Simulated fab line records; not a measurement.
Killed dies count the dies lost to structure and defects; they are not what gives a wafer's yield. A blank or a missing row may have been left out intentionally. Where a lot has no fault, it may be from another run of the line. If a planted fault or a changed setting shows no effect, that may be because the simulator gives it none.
A lot that was struck, set against a sound lot    flow n5Finfet    39 steps out of a route of 1938
Sound: these wafers, L330.1, L330.2, L330.4. Wafers L348.3, L348.4, L348.6 were the ones struck. At the end, the cause is stated.
At each step with rows: each side's tool, then ch and its chambers, then its first start. Under that, the readings that differ: sound wafers    struck wafers    difference of the means    sigmas: that difference in standard deviations of wafers without a fault.
alike: a reading whose means differ by less than 2 such deviations, as well as words and numbers matching on both sides. not compared: withheld readings; readings where some wafer has no value; bounds like >300 that might hide an equal value; numbers whose values overlap and for which the record gives no deviation.
Wherever a step has rows on one side only, a row that says differs or no value, or a row with sigmas, the two part there. Non-overlapping numbers with no deviation appear without sigmas and do not part them. A reading missing from all wafers of one side parts the sides only when that side holds two or more wafers.

first, 9 steps without rows for these wafers: N5_HKMG_FIN_DESCUM_17 (chemistry O2, time 7.9 s); N5_HKMG_FIN_ETCH_31 (etches SiARC in CF4, target depth 45.5 nm, time 75.8 s); N5_HKMG_FIN_ETCH_32 (etches SOC in N2/H2, target depth 240 nm, time 300 s); N5_HKMG_FIN_STRIP_33 (strips in N2/H2); N5_HKMG_FIN_STRIP_34 (strips in CF4); N5_HKMG_FIN_ETCH_35 (etches SOC in N2/H2, target depth 215.8 nm, time 243.4 s); N5_HKMG_FIN_STRIP_92 (strips SOC in N2/H2, time 20 s); N5_HKMG_FIN_WET_ETCH_18 (etches TiN in SC1, time 55 s, target depth 5.2 nm, rinse time 30 s); N5_HKMG_FIN_STRIP_19 (strips in N2/H2, time 360 s).
N5_HKMG_FIN_ALD_91: deposits TiN, target thk 1 nm, pulse time 1 s, purge time 3 s.
  sound on aldMetal-04 ch 0,1,2, day 4 12:10; struck on aldMetal-04 ch 0,2,3, day 9 09:35
  no value came back on the struck wafers for any of 5 readings (aldCycles, chamberPressureTorr (Torr) and others); on the sound wafers aldCycles reads 47 47 47
then, 27 steps without rows for these wafers: N5_HKMG_FIN_COAT_85 (time 60 s, resist thk 300 nm); N5_HKMG_FIN_ETCH_86 (etches SOC in N2/H2, stops on TiN, target depth 393.2 nm); N5_HKMG_FIN_STRIP_89 (strips SOC in N2/H2, time 20 s); N5_HKMG_FIN_WET_ETCH_87 (etches TiN in SC1, time 154.2 s, target depth 4.7 nm, rinse time 30 s); N5_HKMG_FIN_STRIP_88 (strips in N2/H2, time 360 s); N5_HKMG_FIN_NWFM_ALD_20 (deposits TiAlC, target thk 2 nm, pulse time 3 s, purge time 2 s); N5_HKMG_FIN_ALD_71 (deposits TiN, target thk 1 nm, pulse time 1 s, purge time 3 s); N5_HKMG_FIN_COAT_66 (time 60 s, resist thk 300 nm); N5_HKMG_FIN_ETCH_67 (etches SOC in N2/H2, stops on TiN, target depth 388.9 nm); N5_HKMG_FIN_STRIP_90 (strips SOC in N2/H2, time 20 s); N5_HKMG_FIN_WET_ETCH_73 (etches the open film in SC1, time 42.3 s, target depth 1.3 nm, rinse time 30 s); N5_HKMG_FIN_ETCHBACK_68 (etches the open film in Cl2/Ar, stops on HfO2, target depth 0.5 nm); N5_HKMG_FIN_STRIP_69 (strips in N2/H2, time 360 s); N5_HKMG_FIN_ALD_21 (deposits TiN, target thk 1.5 nm, pulse time 1 s, purge time 3 s); N5_HKMG_FIN_ALD_72 (deposits W, target thk 2 nm, pulse time 1 s, purge time 2 s); N5_HKMG_FIN_W_FILL_22 (material W, target thk 60 nm, time 18.2 s); N5_HKMG_FIN_PRECLEAN_83 (cleans in DIW, time 57.5 s); N5_HKMG_FIN_SRD_84 (dry time 32 s); N5_HKMG_FIN_CMP_23 (polishes, stops on SiNx, t overpolish 10 s, target thk 46.326 nm); N5_HKMG_FIN_CMP_94 (polishes, stops on SiNx, t overpolish 4.7 s, target thk 43.299 nm); N5_GATE_CUT_ETCHBACK_00 (etches W in SF6/Cl2); N5_GATE_CUT_ETCH_56 (etches TiN in Cl2/Ar, target depth 21.6 nm); N5_GATE_CUT_ETCHBACK_30 (etches TiN in Cl2/Ar, target depth 3 nm); N5_GATE_CUT_VAPOR_ETCH_60 (etches HfO2 in BCl3/Cl2); N5_GATE_CUT_ETCH_58 (etches SiNx in CH3F/O2, target depth 17 nm, time 128.6 s); N5_GATE_CUT_STRIP_59 (strips in N2/H2, time 20 s); N5_GATE_CUT_PRECLEAN_31 (cleans in DIW, time 300 s).
-- record jumps: 4 days separate the struck wafers' starts on either side; left off in module GATE_CUT, taken up again in module BEOL_M4, whose first shown step is the route's number 1111 --
N5_BEOL_M4_RC_MEAS_101:
  sound on prober-02 ch 0, day 8 03:44; struck on prober-01 ch 0, day 12 22:47
reading              sound                       struck                         difference  sigmas
IGATE_N (nA/um)      0.0106 0.0105 0.0102        0.0935 0.0962 0.0854           +0.0813     +68
IOFF_N (nA/um)       0.146 0.151 0.158           25.777 24.486 27.835           +25.881     +99 or more
IOFF_N_85C (nA/um)   2.8 2.9 3.0                 217.4 207.5 232.8              +216.3      +99 or more
IOFF_N_LIN (nA/um)   0.069 0.070 0.070           11.680 11.319 12.498           +11.763     +99 or more
IOFF_N_LONG (nA/um)  5.68e-05 5.51e-05 5.63e-05  0.0077285 0.0076371 0.0077214  +0.0076396  +99 or more
IOFF_P (nA/um)       0.190 0.207 0.204           0.043 0.040 0.046              -0.157      -7
IOFF_P_85C (nA/um)   3.3 3.6 3.5                 0.9 0.9 1.0                    -2.5        -7
IOFF_P_LIN (nA/um)   0.092 0.099 0.097           0.021 0.020 0.022              -0.075      -8
IOFF_P_LONG (nA/um)  0.000112 0.000111 0.000113  5.3e-05 5.3e-05 5.1e-05        -6.0e-05    -10
ION_N (uA/um)        674 660 666                 952 948 948                    +283        +33
ION_P (uA/um)        462 462 457                 393 393 392                    -68         -11
VT_N (mV)            250.3 250.2 250.9           105.2 106.2 104.1              -145.3      -61
VT_N_LONG (mV)       272.3 272.1 273.5           130.4 131.3 130.8              -141.8      -75
VT_N_LVT (mV)        98.8 99.8 98.7              -46.0 -45.2 -46.1              -144.9      -52
VT_P (mV)            -249.2 -248.8 -249.3        -295.5 -294.3 -293.1           -45.2       -20
VT_P_LONG (mV)       -276.2 -273.8 -274.6        -321.1 -318.4 -318.3           -44.4       -19
VT_P_LVT (mV)        -99.2 -96.8 -99.2           -144.0 -143.9 -141.8           -44.8       -19
  alike: DIBL_N, DIBL_P, SS_N, SS_P
-- the record jumps here: 4 days lie between the struck wafers' starts before and after (it left off in module BEOL_M4 and takes up again in module PASSIVATION, whose first step shown is number 1936 of the route) --
N5_PASSIVATION_PROBE_49:
  sound on prober-01 at day 12 22:01; struck on prober-01 at day 17 09:40
reading                 sound           struck             difference  sigmas
sort_bin_4_leakage (%)  0 0 0           92.63 90.51 89.41  +90.85      
sortNPass               1077 1072 1063  0 0 0              -1071       -59
sortYieldPct (%)        91.3 90.8 90.1  0 0 0              -91         -60
  alike: defectLimitedYield, killed_at_M0_to_M3, killed_at_M4_up, killedAtContacts, killedAtFrontEnd, killedAtOther, killedDies, killedOpen, killedShort, sort_bin_5_function, sort_bin_6_memory

== WHERE THEY PART ==
Earliest at N5_HKMG_FIN_ALD_91; latest, in this record, at N5_PASSIVATION_PROBE_49.

WHY: the cause the simulator had injected
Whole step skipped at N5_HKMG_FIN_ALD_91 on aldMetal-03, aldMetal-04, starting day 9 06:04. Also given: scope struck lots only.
